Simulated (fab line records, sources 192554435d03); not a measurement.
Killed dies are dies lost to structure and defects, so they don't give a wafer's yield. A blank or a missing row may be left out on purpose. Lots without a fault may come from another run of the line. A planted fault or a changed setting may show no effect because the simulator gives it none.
Which tool did it? | flow n5_finfet | 11 lots, 33 wafers sampled, at 6 steps of a route of 1938

WHAT THE GAUGES READ, wafer by wafer
N5_BEOL_M9_THK_MEAS_53: measures by xrf. Usual: M9_THK 137.3 nm, standard deviation 2.6.
lot  | measured     | on            | M9_THK (nm)       | flag
L221 | day 9 21:31  | film_metro-02 | 139.9 135.5 136.6 |
L222 | day 9 21:57  | film_metro-01 | 137.3 134.4 135.4 |
L224 | day 10 01:05 | film_metro-02 | 136.6 131.4 137.1 |
L223 | day 10 01:22 | film_metro-01 | 138.1 137.0 140.1 |
L225 | day 10 10:38 | film_metro-01 | 138.3 137.8 137.1 |
L228 | day 10 22:39 | film_metro-01 | 137.9 140.9 140.0 |
L229 | day 11 04:52 | film_metro-02 | 139.4 137.6 136.4 |
L240 | day 14 07:17 | film_metro-02 | 140.1 135.4 138.6 |
L241 | day 14 21:28 | film_metro-02 | 138.5 140.4 137.8 |
L244 | day 16 03:01 | film_metro-01 | 135.6 135.4 137.5 |
L243 | day 16 04:43 | film_metro-01 | 138.4 139.0 137.5 |

N5_BEOL_M9_RS_MEAS_57: measures by four-point-probe. Usual: M9_RS 0.152 ohm/sq, standard deviation 0.0032.
lot  | measured     | on            | M9_RS (ohm/sq)    | flag
L221 | day 9 21:39  | film_metro-02 | 0.149 0.154 0.152 |
L222 | day 9 22:05  | film_metro-01 | 0.153 0.156 0.154 |
L224 | day 10 01:13 | film_metro-02 | 0.152 0.159 0.151 |
L223 | day 10 01:31 | film_metro-01 | 0.151 0.153 0.150 |
L225 | day 10 10:46 | film_metro-01 | 0.152 0.153 0.153 |
L228 | day 10 22:47 | film_metro-01 | 0.152 0.147 0.149 |
L229 | day 11 05:01 | film_metro-02 | 0.149 0.151 0.153 |
L240 | day 14 07:25 | film_metro-01 | 0.150 0.155 0.151 |
L241 | day 14 21:36 | film_metro-01 | 0.152 0.150 0.153 |
L244 | day 16 03:09 | film_metro-02 | 0.152 0.153 0.151 |
L243 | day 16 04:51 | film_metro-02 | 0.150 0.149 0.151 |

N5_BEOL_M9_INSPECT_58: inspects for defects (darkfield). Usual: raw_defect_count 73, standard deviation 23.
lot  | measured     | on                | raw_defect_count | flag
L221 | day 9 21:41  | defect_inspect-02 | 127 107 130      |
L222 | day 9 22:07  | defect_inspect-02 | 67 42 55         |
L224 | day 10 01:15 | defect_inspect-01 | 51 61 111        |
L223 | day 10 01:32 | defect_inspect-02 | 59 116 83        |
L225 | day 10 10:47 | defect_inspect-01 | 1132 1170 1091   | OFF
L228 | day 10 22:49 | defect_inspect-01 | 1087 1130 1178   | OFF
L229 | day 11 05:02 | defect_inspect-02 | 1158 1130 1101   | OFF
L240 | day 14 07:26 | defect_inspect-01 | 59 91 56         |
L241 | day 14 21:38 | defect_inspect-01 | 59 73 75         |
L244 | day 16 03:11 | defect_inspect-02 | 81 54 99         |
L243 | day 16 04:53 | defect_inspect-01 | 73 82 74         |

N5_BEOL_M10_INSPECT_13: inspects for defects (brightfield). Usual: raw_defect_count 393, standard deviation 89.
lot  | measured     | on                | raw_defect_count | flag
L221 | day 9 22:51  | defect_inspect-01 | 463 453 621      |
L222 | day 9 23:49  | defect_inspect-02 | 302 334 327      |
L224 | day 10 03:15 | defect_inspect-01 | 248 331 338      |
L223 | day 10 03:25 | defect_inspect-01 | 350 478 412      |
L225 | day 10 12:43 | defect_inspect-01 | 1413 1369 1441   | OFF
L228 | day 11 03:31 | defect_inspect-01 | 1285 1377 1407   | OFF
L229 | day 11 07:23 | defect_inspect-01 | 1465 1434 1575   | OFF
L240 | day 14 09:57 | defect_inspect-02 | 258 432 399      |
L241 | day 14 23:28 | defect_inspect-02 | 337 348 350      |
L244 | day 16 04:23 | defect_inspect-02 | 541 402 432      |
L243 | day 16 07:19 | defect_inspect-01 | 354 373 341      |

WHICH TOOL RAN EACH LOT (tool, then ch and the chambers of the sampled wafers, then the start)
lot  | N5_BEOL_M9_PRE_CLEAN_45      | N5_BEOL_M9_PRE_CLEAN_55
L221 | pvd_sputter-02, day 9 19:09  | pecvd-02 ch 0,1, day 9 21:34
L222 | pvd_sputter-03, day 9 20:04  | pecvd-03 ch 0,1,2, day 9 21:59
L224 | pvd_sputter-03, day 9 23:14  | pecvd-02 ch 0,1,2, day 10 01:07
L223 | pvd_sputter-01, day 9 23:30  | pecvd-03 ch 0,2, day 10 01:25
L225 | pvd_sputter-02, day 10 09:08 | pecvd-03 ch 0,1, day 10 10:40
L228 | pvd_sputter-02, day 10 19:21 | pecvd-03 ch 0,1, day 10 22:41
L229 | pvd_sputter-03, day 11 03:26 | pecvd-03 ch 1,2, day 11 04:55
L240 | pvd_sputter-03, day 14 05:39 | pecvd-01 ch 0,2, day 14 07:19
L241 | pvd_sputter-02, day 14 19:37 | pecvd-02 ch 0,1, day 14 21:30
L244 | pvd_sputter-02, day 16 00:47 | pecvd-01 ch 0,1,2, day 16 03:03
L243 | pvd_sputter-03, day 16 03:19 | pecvd-02 ch 0,1,2, day 16 04:45
- N5_BEOL_M9_PRE_CLEAN_45: time 30 s.
- N5_BEOL_M9_PRE_CLEAN_55: time 15 s.

WHAT THE TOOLS THEMSELVES READ (means of the sampled wafers that have a number; where no wafer has one, the mark that the record gives instead)
N5_BEOL_M9_PRE_CLEAN_45. Usual: heater_power_w 336 W, standard deviation 36; susceptor_temp_C 250.00 C, standard deviation 0.19.
lot  | tool           | heater_power_w (W) | susceptor_temp_C (C) | flag
L221 | pvd_sputter-02 | 343                | 250.23               |
L222 | pvd_sputter-03 | 320                | 249.96               |
L224 | pvd_sputter-03 | 323                | 249.95               |
L223 | pvd_sputter-01 | 310                | 249.97               |
L225 | pvd_sputter-02 | 339                | 249.88               |
L228 | pvd_sputter-02 | 338                | 250.02               |
L229 | pvd_sputter-03 | 334                | 250.19               |
L240 | pvd_sputter-03 | 357                | 249.93               |
L241 | pvd_sputter-02 | 351                | 249.78               |
L244 | pvd_sputter-02 | 349                | 249.97               |
L243 | pvd_sputter-03 | 282                | 250.10               |

THE ANSWER, worked out from the rows above alone
Rule: a lot is off if the mean of its wafers that have a number lies more than 3 standard deviations from the usual mean. A lot without any number at a reading at which 4 lots or more have one is off too. The other lots that the step has rows for count as sound. The gauges are gone through in route order, then the tools' own readings, and for those a lot's mean is taken as printed above. The first step at which some lot is off is used, and at that step the reading that is off furthest; a lot without a number counts as furthest.
Off: L225, L228, L229, at N5_BEOL_M9_INSPECT_58 (raw_defect_count).
A tool fits if, at a process step before that reading, it ran every lot that is off, and no sound lot after the first of them. The gauges at N5_BEOL_M9_INSPECT_58 are tried like those tools. One fits: pecvd-03 at N5_BEOL_M9_PRE_CLEAN_55. Its last sound lot is L223 (day 10 01:25), its first lot that is off L225 (day 10 10:40): a fault that began between those two fits.

WHAT THE SIMULATOR HAD PUT IN
Chamber particle source: pecvd-03, from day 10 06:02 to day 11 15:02, at N5_BEOL_M9_PRE_CLEAN_55. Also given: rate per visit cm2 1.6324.
Lots struck among those shown: L225, L228, L229. The rule above found the same.
